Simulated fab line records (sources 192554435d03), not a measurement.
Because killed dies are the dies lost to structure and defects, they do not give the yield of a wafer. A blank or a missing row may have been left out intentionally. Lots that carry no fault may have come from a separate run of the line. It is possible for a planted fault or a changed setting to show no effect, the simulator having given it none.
fab line records	flow n5_finfet
record: lots: 8	wafers: 24	last_day: 18
route steps=1938 shown BEOL_M4@1111 BEOL_M6@1256 BEOL_M7@1266 PASSIVATION@1936
lots that met no fault: taken from a fault-free run of the same line
start_h: hours from the record's first day to the start of the lot's first wafer shown	wait_h: time in hours since the lot's previous step	" same as the row above	L1.1+2: one row covering several wafers at once	- no value, or no start was given	* or withheld: withheld	< > ~ a bound
route shown NAME@n: a module of which the file shows steps, and the number in the route of the first	usual: mean/standard deviation taken from wafers without a fault	same: alike in all rows	chamber/n: place in a boat	sites: per-site readings	_std_site: their standard deviation	_edge_site: mean of outer sites minus mean of inner sites	radius_mm: for every site, how far away it sits from the centre of the wafer	mask NAME#n: copy n	behind: the tool/chamber that last shaped the wafer	hold: why the lot was held/for how many hours/how that ended	device: the n, p or np transistor that did not switch	end of line: the route-end tests of the same wafers	where a step has no rows: the recipe by itself	killed: at the first sort, the dies lost to defects and structure; wafer yield is something else	map: a wafer's dies, x killed, . not, _ none there
set.NAME: the setting as run; set.NAME@STEP: as run at that earlier step	model.NAME: the simulator's own value behind a step, which no gauge read
a sample of lots followed through the steps of the route, with each step as a table and each wafer as a row
services: when a tool's chamber went out of use (start_h, in hours from the record's first day, below 0 if earlier), for how many hours, and the reason
== steps ==
step: N5_BEOL_M4_RC_MEAS_101
usual: DIBL_N: 36.2/1.6	DIBL_P: 36.1/2	IOFF_N: 0.16/0.032	IOFF_P: 0.22/0.036	ION_N: 672/11	ION_P: 463/7.5	SS_N: 71.4/0.58	SS_P: 73.2/0.67	VT_N: 250/3.3	VT_P: -250/3.3
lot.wafer	tool	chamber	start_h	wait_h	DIBL_N[mV/V]	DIBL_P[mV/V]	IOFF_N[nA/um]	IOFF_P[nA/um]	ION_N[uA/um]	ION_P[uA/um]	SS_N[mV/dec]	SS_P[mV/dec]	VT_N[mV]	VT_P[mV]
L878.1	prober-02	0	179.65	0.0	35.8	36.9	0.15	0.22	678	470	71.6	73.6	248	-250
L878.3	"	0	"	"	35.9	35.7	0.15	0.19	664	457	71.4	72.8	249	-252
L878.5	"	0	"	"	38.0	39.7	0.19	0.27	675	469	72.2	74.3	249	-249
L880.3	prober-01	0	197.74	0.3	38.3	35.2	0.17	0.21	679	465	71.6	73.2	248	-249
L880.5	"	0	"	"	35.9	32.5	0.13	0.18	662	458	71.3	71.8	248	-251
L880.6	"	0	"	"	36.2	33.4	0.13	0.19	671	460	71.5	72.3	251	-250
L881.2	prober-01	0	200.53	0.2	37.3	36.4	0.17	0.23	673	467	71.5	73.2	250	-247
L881.5	"	0	"	"	36.5	34.5	0.17	0.20	678	459	71.8	72.7	247	-249
L881.6	"	0	"	"	34.3	33.2	0.13	0.18	668	457	70.1	72.1	249	-250
L892.1	prober-02	0	276.46	0.0	34.2	33.8	0.13	0.18	647	455	70.6	72.7	253	-253
L892.3	"	0	"	"	33.3	32.6	0.13	0.17	657	459	70.6	72.4	251	-251
L892.4	"	0	"	"	36.3	36.6	0.17	0.23	665	457	72.2	73.4	248	-250
L890.1	prober-01	0	278.71	0.0	34.1	34.8	0.13	0.16	669	455	71.1	72.4	252	-256
L890.3	"	0	"	"	35.1	36.3	0.14	0.18	668	459	70.8	72.5	252	-256
L890.5	"	0	"	"	34.9	35.6	0.13	0.17	656	444	70.9	73.1	254	-255
L897.2	prober-02	0	294.98	0.2	33.0	30.8	0.11	0.15	649	449	71.1	72.6	257	-254
L897.3	"	0	"	"	38.4	38.8	0.20	0.27	676	463	71.9	74.0	248	-244
L897.4	"	0	"	"	35.4	34.2	0.13	0.19	670	463	71.2	72.6	251	-249
L898.2	prober-02	0	323.01	0.2	33.9	34.4	0.12	0.17	661	464	70.6	71.7	254	-253
L898.3	"	0	"	"	35.4	37.0	0.14	0.20	679	466	70.3	72.9	253	-249
L898.6	"	0	"	"	34.7	36.1	0.13	0.19	669	466	70.5	72.2	254	-252
L899.1	prober-02	0	339.85	0.0	38.7	39.5	0.20	0.25	694	469	72.4	73.6	244	-246
L899.5	"	0	"	"	36.5	37.2	0.16	0.22	679	470	72.2	73.4	250	-247
L899.6	"	0	"	"	34.7	35.7	0.13	0.20	661	465	71.4	72.2	252	-252
step: N5_BEOL_M6_ANNEAL_51
recipe: temp_c: 225	time_s: 90	ambient: N2
usual: wafer_temp_C_max: 226.1/0.69
lot.wafer	tool	chamber	start_h	wait_h	wafer_temp_C_max
L878.1	rtp_anneal-02	0	201.41	0.1	225.4
L878.3	"	0	"	"	225.7
L878.5	"	0	"	"	225.6
L880.3	rtp_anneal-02	0	214.38	0.3	225.7
L880.5	"	0	"	"	225.6
L880.6	"	0	"	"	225.6
L881.2	rtp_anneal-01	0	223.17	0.3	227.3
L881.5	"	0	"	"	227.2
L881.6	"	0	"	"	226.5
L892.1	rtp_anneal-02	0	296.45	0.5	225.7
L892.3	"	0	"	"	225.5
L892.4	"	0	"	"	225.4
L890.1	rtp_anneal-02	0	302.32	0.1	225.4
L890.3	"	0	"	"	225.3
L890.5	"	0	"	"	225.5
L897.2	rtp_anneal-01	0	314.43	0.1	226.5
L897.3	"	0	"	"	226.8
L897.4	"	0	"	"	226.8
L898.2	rtp_anneal-02	0	342.43	0.2	225.6
L898.3	"	0	"	"	225.7
L898.6	"	0	"	"	225.4
L899.1	rtp_anneal-02	0	364.15	0.3	225.6
L899.5	"	0	"	"	225.7
L899.6	"	0	"	"	225.5
step: N5_BEOL_M6_CMP_52
recipe: stop_on: SiCOH_lowk	t_overpolish_s: 6.9	down_force_psi: 1	platen_rpm: 50	clearing_platen_down_force_psi: 1.5	clearing_platen_rpm: 50	post_cmp_clean: cu_alkaline	target_thk_nm: 80	clearing_platen_pad_velocity_m_s: 0.99484	pad_velocity_m_s: 0.99484
usual: barrier_field_endpoint_s: 29.0/0.72	clearing_platen_down_force_psi: 1.500/0.0032	motor_current_A: 5.8/0.56	overpolish_run_s: 6.900/0.0091	retaining_ring_pressure_frac: 1.000/0.0048	time_to_endpoint_s: 61.7/2.9
lot.wafer	tool	chamber	start_h	wait_h	barrier_field_endpoint_s	clearing_platen_down_force_psi	motor_current_A	overpolish_run_s	retaining_ring_pressure_frac	time_to_endpoint_s
L878.3	cmp-03	3	201.71	0.2	29.9	1.497	6.3	6.914	1.003	65.8
L878.1	"	1	"	"	31.0	1.502	5.4	6.906	1.001	68.4
L878.5	"	3	"	"	29.9	1.500	6.0	6.895	1.003	63.0
L880.3	cmp-03	2	214.71	0.3	28.5	1.492	6.7	6.887	1.003	66.1
L880.6	"	3	"	"	29.4	1.500	5.9	6.884	0.996	64.5
L880.5	"	0	"	"	29.2	1.500	5.3	6.898	0.995	65.4
L881.2	cmp-04	3	223.46	0.2	28.7	1.503	6.9	6.917	1.002	64.7
L881.5	"	2	"	"	29.2	1.497	5.9	6.906	1.004	67.5
L881.6	"	3	"	"	28.2	1.498	6.9	6.908	1.003	64.4
L892.1	cmp-03	3	296.75	0.3	-	-	-	-	-	-
L892.4	"	0	"	"	-	-	-	-	-	-
L892.3	"	1	"	"	-	-	-	-	-	-
L890.3	cmp-02	1	302.62	0.2	-	-	-	-	-	-
L890.1	"	2	"	"	-	-	-	-	-	-
L890.5	"	1	"	"	-	-	-	-	-	-
L897.4	cmp-04	3	314.68	0.1	28.9	1.499	6.7	6.906	0.997	60.1
L897.2	"	0	"	"	29.0	1.495	6.3	6.904	0.997	65.2
L897.3	"	1	"	"	29.6	1.498	5.0	6.899	0.997	60.1
L898.3	cmp-04	0	342.95	0.3	29.7	1.502	6.3	6.917	1.004	60.8
L898.2	"	2	"	"	29.0	1.498	5.5	6.897	0.999	61.1
L898.6	"	3	"	"	29.8	1.501	6.8	6.906	0.992	61.4
L899.1	cmp-03	3	364.48	0.3	29.4	1.497	6.4	6.913	1.007	64.9
L899.6	"	2	"	"	29.2	1.495	6.8	6.901	0.999	62.8
L899.5	"	3	"	"	28.5	1.497	5.9	6.904	0.995	61.9
step: N5_BEOL_M6_THK_MEAS_53
recipe: thk_meas_gauge: xrf	reads: Cu_of_BEOL_M6_ECD_50
usual: M6_THK: 79.2/2.1
lot.wafer	tool	chamber	start_h	wait_h	M6_THK[nm]
L878.1	film_metro-02	-	202.00	-	81.4
L878.3	"	-	"	"	81.0
L878.5	"	-	"	"	79.3
L880.3	film_metro-02	-	214.89	-	80.3
L880.5	"	-	"	"	81.9
L880.6	"	-	"	"	80.9
L881.2	film_metro-02	-	223.72	-	81.4
L881.5	"	-	"	"	79.7
L881.6	"	-	"	"	84.5
L892.1	film_metro-01	-	297.05	0.3	300.5
L892.3	"	-	"	"	295.2
L892.4	"	-	"	"	297.9
L890.1	film_metro-01	-	302.91	0.2	300.8
L890.3	"	-	"	"	297.0
L890.5	"	-	"	"	299.8
L897.2	film_metro-02	-	314.97	-	82.3
L897.3	"	-	"	"	76.8
L897.4	"	-	"	"	81.6
L898.2	film_metro-01	-	343.20	-	75.2
L898.3	"	-	"	"	77.1
L898.6	"	-	"	"	76.2
L899.1	film_metro-01	-	364.74	-	79.5
L899.5	"	-	"	"	80.8
L899.6	"	-	"	"	80.3
step: N5_BEOL_M6_DEP_56
recipe: material: SiCN	target_thk_a: 100	temp_c: withheld	precursor: 3MS/NH3	pressure_torr: 3	rf_w: 202	time_s: 17.5
usual: rf_fwd_power_W: 199.2/0.91	showerhead_plenum_p_Torr: 3.667/0.013	throttle_valve_pct: 9.3/0.82
lot.wafer	tool	chamber	start_h	wait_h	rf_fwd_power_W	showerhead_plenum_p_Torr	throttle_valve_pct
L878.1	pecvd-04	1	202.06	0.0	197.7	3.669	9.3
L878.3	"	2	"	"	198.4	3.640	8.4
L878.5	"	1	"	"	198.5	3.660	9.4
L880.3	pecvd-02	2	214.95	0.0	200.8	3.682	9.2
L880.5	"	0	"	"	199.0	3.650	9.7
L880.6	"	2	"	"	198.8	3.682	9.3
L881.2	pecvd-03	0	223.78	0.0	200.0	3.669	8.5
L881.5	"	0	"	"	200.1	3.677	8.7
L881.6	"	2	"	"	198.8	3.661	8.8
L892.1	pecvd-02	1	297.11	0.0	200.1	3.678	9.2
L892.3	"	2	"	"	200.2	3.675	9.0
L892.4	"	0	"	"	198.4	3.654	9.9
L890.1	pecvd-02	1	302.97	0.0	201.0	3.680	9.5
L890.3	"	0	"	"	198.8	3.657	10.0
L890.5	"	2	"	"	199.4	3.681	9.6
L897.2	pecvd-03	0	315.04	0.0	199.2	3.676	8.9
L897.3	"	1	"	"	200.9	3.692	9.7
L897.4	"	0	"	"	199.0	3.667	8.8
L898.2	pecvd-03	1	343.27	0.0	199.0	3.682	9.6
L898.3	"	2	"	"	199.2	3.663	9.2
L898.6	"	2	"	"	199.8	3.662	8.6
L899.1	pecvd-02	1	364.80	0.0	200.3	3.684	8.9
L899.5	"	0	"	"	198.1	3.657	8.2
L899.6	"	2	"	"	199.3	3.667	9.3
step: N5_BEOL_M6_RS_MEAS_57
recipe: thk_meas_gauge: four-point-probe	reads: Cu_of_BEOL_M6_ECD_50+Co_of_BEOL_M6_CVD_78+TaN_of_BEOL_M6_ALD_77
usual: M6_RS: 0.289/0.009
lot.wafer	tool	chamber	start_h	wait_h	M6_RS[ohm/sq]
L878.1	film_metro-02	-	202.13	0.1	0.276
L878.3	"	-	"	"	0.279
L878.5	"	-	"	"	0.286
L880.3	film_metro-01	-	215.02	0.1	0.287
L880.5	"	-	"	"	0.279
L880.6	"	-	"	"	0.283
L881.2	film_metro-02	-	223.85	0.1	0.280
L881.5	"	-	"	"	0.288
L881.6	"	-	"	"	0.271
L892.1	film_metro-02	-	297.18	0.1	0.064
L892.3	"	-	"	"	0.065
L892.4	"	-	"	"	0.065
L890.1	film_metro-02	-	303.04	0.1	0.065
L890.3	"	-	"	"	0.065
L890.5	"	-	"	"	0.065
L897.2	film_metro-02	-	315.10	0.1	0.278
L897.3	"	-	"	"	0.299
L897.4	"	-	"	"	0.280
L898.2	film_metro-01	-	343.34	0.1	0.304
L898.3	"	-	"	"	0.296
L898.6	"	-	"	"	0.299
L899.1	film_metro-02	-	364.87	0.1	0.287
L899.5	"	-	"	"	0.282
L899.6	"	-	"	"	0.283
step: N5_BEOL_M6_INSPECT_58
recipe: inspect_instrument: darkfield	mode: post_dep
usual: raw_defect_count: 73/21
lot.wafer	tool	chamber	start_h	wait_h	raw_defect_count
L878.1	defect_inspect-01	-	202.16	0.0	72
L878.3	"	-	"	"	60
L878.5	"	-	"	"	53
L880.3	defect_inspect-01	-	215.05	0.0	101
L880.5	"	-	"	"	54
L880.6	"	-	"	"	53
L881.2	defect_inspect-01	-	223.88	0.0	55
L881.5	"	-	"	"	46
L881.6	"	-	"	"	29
L892.1	defect_inspect-02	-	297.20	0.0	1502
L892.3	"	-	"	"	1422
L892.4	"	-	"	"	1481
L890.1	defect_inspect-02	-	303.07	0.0	1464
L890.3	"	-	"	"	1359
L890.5	"	-	"	"	1494
L897.2	defect_inspect-01	-	315.13	0.0	71
L897.3	"	-	"	"	73
L897.4	"	-	"	"	104
L898.2	defect_inspect-02	-	343.36	0.0	120
L898.3	"	-	"	"	103
L898.6	"	-	"	"	82
L899.1	defect_inspect-02	-	364.90	0.0	93
L899.5	"	-	"	"	63
L899.6	"	-	"	"	91
step: N5_BEOL_M7_PECVD_70
recipe: material: SiO2	target_thk_a: 200	temp_c: 400	precursor: TEOS/O2	pressure_torr: 5.5	rf_w: 450	teos_flow_sccm: 53.8	gas: O2	flow_sccm: 3000	time_s: 22.7
usual: heater_power_w: 744/54	rf_fwd_power_W: 443.9/2.2	showerhead_plenum_p_Torr: 8.79/0.061	throttle_valve_pct: 22.7/2.4
lot.wafer	tool	chamber	start_h	wait_h	heater_power_w	rf_fwd_power_W	showerhead_plenum_p_Torr	throttle_valve_pct
L878.1	pecvd-04	1	202.81	0.0	636	441.9	8.78	22.5
L878.3	"	2	"	"	799	442.4	8.68	20.5
L878.5	"	0	"	"	760	442.8	8.79	27.7
L880.3	pecvd-01	1	215.72	0.1	804	443.3	8.75	21.1
L880.5	"	0	"	"	704	447.8	8.86	23.7
L880.6	"	1	"	"	805	443.4	8.72	21.0
L881.2	pecvd-04	2	224.54	0.0	692	443.2	8.70	20.9
L881.5	"	2	"	"	691	444.1	8.69	20.9
L881.6	"	1	"	"	665	441.0	8.79	22.7
L897.2	pecvd-01	2	315.80	0.0	649	446.0	8.83	19.3
L897.3	"	2	"	"	647	446.1	8.82	19.4
L897.4	"	1	"	"	774	446.2	8.75	20.9
L898.2	pecvd-02	1	344.01	0.0	809	444.8	8.83	22.6
L898.3	"	2	"	"	763	444.5	8.84	23.2
L898.6	"	2	"	"	746	444.2	8.83	23.2
L899.1	pecvd-02	0	365.80	0.0	729	443.4	8.72	20.6
L899.5	"	2	"	"	757	444.0	8.82	23.2
L899.6	"	0	"	"	739	445.4	8.72	20.6
step: N5_PASSIVATION_PROBE_49
usual: defect_limited_yield: 91.4/1.3	killed_at_M0_to_M3: 34/10	killed_at_M4_up: 14/5.6	killed_at_contacts: 13/5.9	killed_at_front_end: 37/9.9	killed_at_other: 3.5/2.8	killed_dies: 101/15	killed_on_rim: 13/3.9	killed_open: 67/12	killed_short: 32/6.6	sort_bin_5_function: 5.0/0.81	sort_bin_6_memory: 3.2/0.66	sort_n_pass: 1079/15	sort_yield_pct: 91.4/1.3
same: gross_dies: 1180	killed_at_back_side: 0	sort_bin_4_leakage[%]: 0	sort_bin_8_speed[%]: 0
lot.wafer	tool	chamber	start_h	wait_h	defect_limited_yield[%]	killed_at_M0_to_M3	killed_at_M4_up	killed_at_contacts	killed_at_front_end	killed_at_other	killed_dies	killed_on_rim	killed_open	killed_short	sort_bin_5_function[%]	sort_bin_6_memory[%]	sort_n_pass	sort_yield_pct[%]
L878.1	prober-01	-	287.90	0.0	92.3	24	15	14	30	8	91	9	56	34	4.7	2.6	1089	92.3
L878.3	prober-01	-	288.00	0.1	89.7	46	12	32	30	2	122	20	87	35	4.9	4.7	1058	89.7
L878.5	prober-01	-	288.10	0.2	91.5	31	11	22	30	6	100	11	71	28	5.5	2.7	1080	91.5
L892.1	prober-01	-	376.57	0.0	0	32	1069	18	57	4	1180	152	75	48	6.4	3.6	0	0
L892.3	prober-01	-	376.67	0.1	0	53	1090	11	26	0	1180	152	69	27	4.1	4.0	0	0
L892.4	prober-01	-	376.72	0.2	0	53	1070	15	42	0	1180	152	84	36	5.8	3.9	0	0
L890.1	prober-02	-	396.56	0.0	0	30	1090	14	39	7	1180	152	69	29	5.0	3.1	0	0
L890.3	prober-02	-	396.66	0.1	0	20	1108	18	33	1	1180	152	59	20	3.9	2.8	0	0
L890.5	prober-02	-	396.76	0.2	0	51	1064	10	42	13	1180	152	94	40	6.3	4.7	0	0
killed by level:class
L878.1 MOL_CONTACT_COAG:geometric_particle:open=11 BEOL_M0_SAQP:geometric_particle:open=9 STARTING-WAFER:geometric_particle:short=6 BEOL_M0_SAQP:geometric_particle:short=5 BEOL_M3:geometric_particle:open=5 DUMMY_GATE:geometric_particle:open=4 BEOL_M6:geometric_particle:open=4 PASS1_CAP:geometric_particle:short=4
L878.3 MOL_CONTACT_COAG:geometric_particle:open=24 BEOL_M3:geometric_particle:open=14 FIN_SAQP:geometric_particle:short=10 BEOL_M0_SAQP:geometric_particle:open=10 MOL_CONTACT_COAG:geometric_particle:short=8 BEOL_M2:geometric_particle:open=8 GATE_CUT:geometric_particle:open=5 BEOL_M0_SAQP:geometric_particle:short=5
L878.5 MOL_CONTACT_COAG:geometric_particle:open=18 BEOL_M2:geometric_particle:open=11 BEOL_M3:geometric_particle:open=7 BEOL_M0_SAQP:geometric_particle:open=6 BEOL_M0_SAQP:geometric_particle:short=5 FIN_SAQP:geometric_particle:open=4 FIN_SAQP:geometric_particle:short=4 STI_FIN_REVEAL:geometric_particle:short=4
L892.1 BEOL_M6:area_cmp=1056 STI_FIN_REVEAL:geometric_particle:open=17 MOL_CONTACT_COAG:geometric_particle:open=11 FIN_SAQP:geometric_particle:short=7 GATE_CUT:geometric_particle:short=7 MOL_CONTACT_COAG:geometric_particle:short=7 BEOL_M0_SAQP:geometric_particle:short=6 BEOL_M0_SAQP:geometric_particle:open=6
L892.3 BEOL_M6:area_cmp=1084 BEOL_M0_SAQP:geometric_particle:open=12 MOL_CONTACT_COAG:geometric_particle:open=11 BEOL_M0_SAQP:geometric_particle:short=10 BEOL_M1:geometric_particle:open=8 BEOL_M3:geometric_particle:open=8 FIN_SAQP:geometric_particle:open=6 BEOL_M2:geometric_particle:open=6
L892.4 BEOL_M6:area_cmp=1060 MOL_CONTACT_COAG:geometric_particle:open=14 BEOL_M0_SAQP:geometric_particle:short=14 BEOL_M0_SAQP:geometric_particle:open=13 STI_FIN_REVEAL:geometric_particle:open=12 FIN_SAQP:geometric_particle:open=7 BEOL_M1:geometric_particle:open=7 GATE_CUT:geometric_particle:short=6
L890.1 BEOL_M6:area_cmp=1081 STI_FIN_REVEAL:geometric_particle:open=12 MOL_CONTACT_COAG:geometric_particle:open=12 BEOL_M0_SAQP:geometric_particle:open=10 BEOL_M0_SAQP:geometric_particle:short=7 FIN_SAQP:geometric_particle:open=4 BEOL_M1:geometric_particle:open=4 BEOL_M2:geometric_particle:open=4
L890.3 BEOL_M6:area_cmp=1099 MOL_CONTACT_COAG:geometric_particle:open=16 STI_FIN_REVEAL:geometric_particle:open=12 BEOL_M1:geometric_particle:open=8 FIN_SAQP:geometric_particle:open=6 STI_FIN_REVEAL:geometric_particle:short=4 BEOL_M0_SAQP:geometric_particle:open=3 BEOL_M0_SAQP:geometric_particle:short=3
L890.5 BEOL_M6:area_cmp=1046 STI_FIN_REVEAL:geometric_particle:open=15 BEOL_M0_SAQP:geometric_particle:open=11 BEOL_M0_SAQP:geometric_particle:short=10 BEOL_M1:geometric_particle:open=9 MOL_CONTACT_COAG:geometric_particle:open=9 BEOL_M4:geometric_particle:open=9 BEOL_M2:geometric_particle:open=8
== services ==
tool	chamber	start_h	hours	kind
cmp-04	-	182.93	1.8	repair
cmp-03	-	183.59	6.1	repair
pecvd-04	0	185.10	15.7	repair
cmp-04	-	188.59	1.0	repair
pecvd-02	-	193.63	1.1	repair
cmp-04	-	197.14	0.6	repair
pecvd-03	-	200.41	0.4	repair
cmp-03	-	208.71	0.5	repair
pecvd-03	0	214.70	6.0	repair
pecvd-02	2	227.03	2.5	repair
pecvd-04	-	229.60	7.4	repair
cmp-02	-	231.37	0.9	repair
cmp-04	-	235.74	4.0	pm
pecvd-01	0	272.18	70.1	repair
rtp_anneal-02	-	287.30	3.2	pm
pecvd-03	-	309.27	0.5	repair
cmp-03	-	311.97	4.0	pm
pecvd-04	-	319.34	11.9	repair
cmp-03	-	324.02	4.8	pm
pecvd-02	-	326.81	1.8	repair
cmp-02	-	337.85	1.1	repair
cmp-02	-	344.61	0.6	repair
cmp-04	-	346.63	0.8	repair
pecvd-03	-	358.62	2.8	repair
== key ==
first_sign: step: N5_BEOL_M6_CMP_52	reading: tool_record	direction: missing
effect: step: N5_BEOL_M6_THK_MEAS_53	reading: M6_THK	direction: up	sigmas: 99+	usual: 79.2	struck: 298.5
effect: step: N5_BEOL_M6_RS_MEAS_57	reading: M6_RS	direction: down	sigmas: 25	usual: 0.289	struck: 0.065
effect: step: N5_BEOL_M6_INSPECT_58	reading: raw_defect_count	direction: up	sigmas: 64	usual: 73	struck: 1454
effect: step: N5_PASSIVATION_PROBE_49	reading: killed_at_M4_up	direction: up	sigmas: 99+	usual: 14	struck: 1082
more_kills_born_at: N5_BEOL_M6_CMP_52@cmp-02: 3226	N5_BEOL_M6_CMP_52@cmp-03: 3200
met_at N5_BEOL_M6_CMP_52
struck_lots L890,L892
later_rows_left_out L890.1,L890.3,L890.5,L892.1,L892.3,L892.4
not_acting_at N5_BEOL_M6_ANNEAL_51,N5_BEOL_M6_DEP_56,N5_BEOL_M7_PECVD_70
onset_between 214.71 296.75
fault: kind: skipped_step_whole	tool: cmp-02,cmp-03	chamber: -	onset_h: 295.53	steps: N5_BEOL_M6_CMP_52	scope: struck_lots_only
later_rows_left_out: the simulator's readings of these wafers behind a module that went badly wrong aren't trusted and aren't shown, but for the sort
